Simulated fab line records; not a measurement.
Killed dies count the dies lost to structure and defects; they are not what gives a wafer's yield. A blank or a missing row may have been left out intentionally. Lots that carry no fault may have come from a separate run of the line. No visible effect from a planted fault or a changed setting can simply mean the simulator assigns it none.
A struck lot beside a sound one / flow nand-harc / 13 out of 1159 route steps
Sound: the wafers L305.1, L305.3, L305.4. Wafers struck: L310.1, L310.3, L310.6. The cause comes at the end.
Each step with rows lists, per side, the tool, then ch with its chambers, then its first start. Under that, the readings that differ: sound wafers / struck wafers / difference of the means / sigmas: that difference in standard deviations of wafers without a fault.
alike: words and numbers the same on both sides, and readings whose means are apart by under 2 such deviations; not compared: readings that were withheld, readings missing a value for some wafer, numbers with overlapping values and no deviation given by the record, and bounds like >300 which may hide the same value.
Wherever a step has rows on one side only, a row that says differs or no value, or a row with sigmas, the two part there. Numbers that have no deviation but don't overlap get no sigmas and don't part them. A reading that every wafer of one side lacks parts them only if that side has two wafers or more.

first, 1 step without rows for these wafers: NHARC_A_WL_FILL_ANNEAL_08 (time 1800 s).
NHARC_A_WL_FILL_ALD_10: deposits SiO2, target thk 50 nm, pulse time 10 s, ald cycles 500.
  sound on ald-hk-03 ch 0,2,3, day 16 19:53; struck on ald-hk-02 ch 1,2, day 18 05:31
  alike: heater-power-outer-w, heater-power-w, precursor-pulse-height-rel
then, 1 step without rows for these wafers: NHARC_A_WL_FILL_ETCHBACK_16 (etches the open film in C4F8/O2/Ar, target depth 88 nm, time 17.6 s).
NHARC_A_WL_FILL_STRIP_29: strips in O2, time 20 s.
  sound on rie-diel-07 ch 0,1,3, day 17 00:41; struck on rie-diel-09 ch 0,2, day 18 09:43
  alike: chamber-pressure-mTorr, drypump-motor-current-A, mfc-ar-sccm, oes-product-au, rf-vpp-V, showerhead-plenum-p-Torr, throttle-valve-pct
  not compared: rf-hours-counter-h
NHARC_A_WL_FILL_ETCHBACK_17: etches the open film in Cl2/BCl3, target depth 4 nm, time 26.7 s.
  sound on rie-metal-03 ch 0,1, day 17 00:47; struck on rie-metal-03 ch 0,1, day 18 09:49
  alike: chamber-pressure-mTorr, drypump-motor-current-A, oes-product-au
  not compared: rf-hours-counter-h
then, 3 steps without rows for these wafers: NHARC_A_WL_FILL_PRECLEAN_18 (cleans in dHF, time 30 s); NHARC_A_WL_FILL_SRD_21; NHARC_A_WL_FILL_CVD_23 (deposits poly-Si, target thk 40 nm, time 800 s).
NHARC_A_WL_FILL_ETCHBACK_26: etches the open film in HBr, target depth 52 nm, time 13.3 s.
  sound on rie-si-03 ch 1,2,3, day 17 05:58; struck on rie-si-03 ch 0,1, day 18 15:05
  alike: bias-w, chamber-pressure-mTorr, drypump-motor-current-A, oes-product-au, throttle-valve-pct
  not compared: rf-hours-counter-h
then, 2 steps without rows for these wafers: NHARC_A_WL_FILL_PRECLEAN_30 (cleans in dHF, time 10 s); NHARC_A_WL_FILL_SRD_14.
NHARC_A_WL_FILL_ALD_19: deposits TiN, target thk 2 nm, pulse time 3 s, ald cycles 100.
  sound on ald-metal-02 ch 0,1,2, day 17 06:14; struck on ald-metal-02 ch 0,3, day 18 15:22
  no value came back on the struck wafers for ald-cycles, heater-power-outer-w (W), heater-power-w (W), precursor-pulse-height-rel; on the sound wafers ald-cycles reads 100 100 100
NHARC_A_WL_FILL_CVD_20: deposits W, target thk 75 nm, time 5064 s.
  sound on cvd-w-02 ch 0,1; struck on cvd-w-02 ch 0,1
  alike: heater-power-outer-w, heater-power-w, mfc-ar-sccm, mfc-h2-sccm, throttle-valve-pct

== WHERE THEY PART ==
Only at NHARC_A_WL_FILL_ALD_19, as far as this record shows. Later steps at which nothing parts them and some readings are alike: NHARC_A_WL_FILL_CVD_20.

WHY: what the simulator had put in
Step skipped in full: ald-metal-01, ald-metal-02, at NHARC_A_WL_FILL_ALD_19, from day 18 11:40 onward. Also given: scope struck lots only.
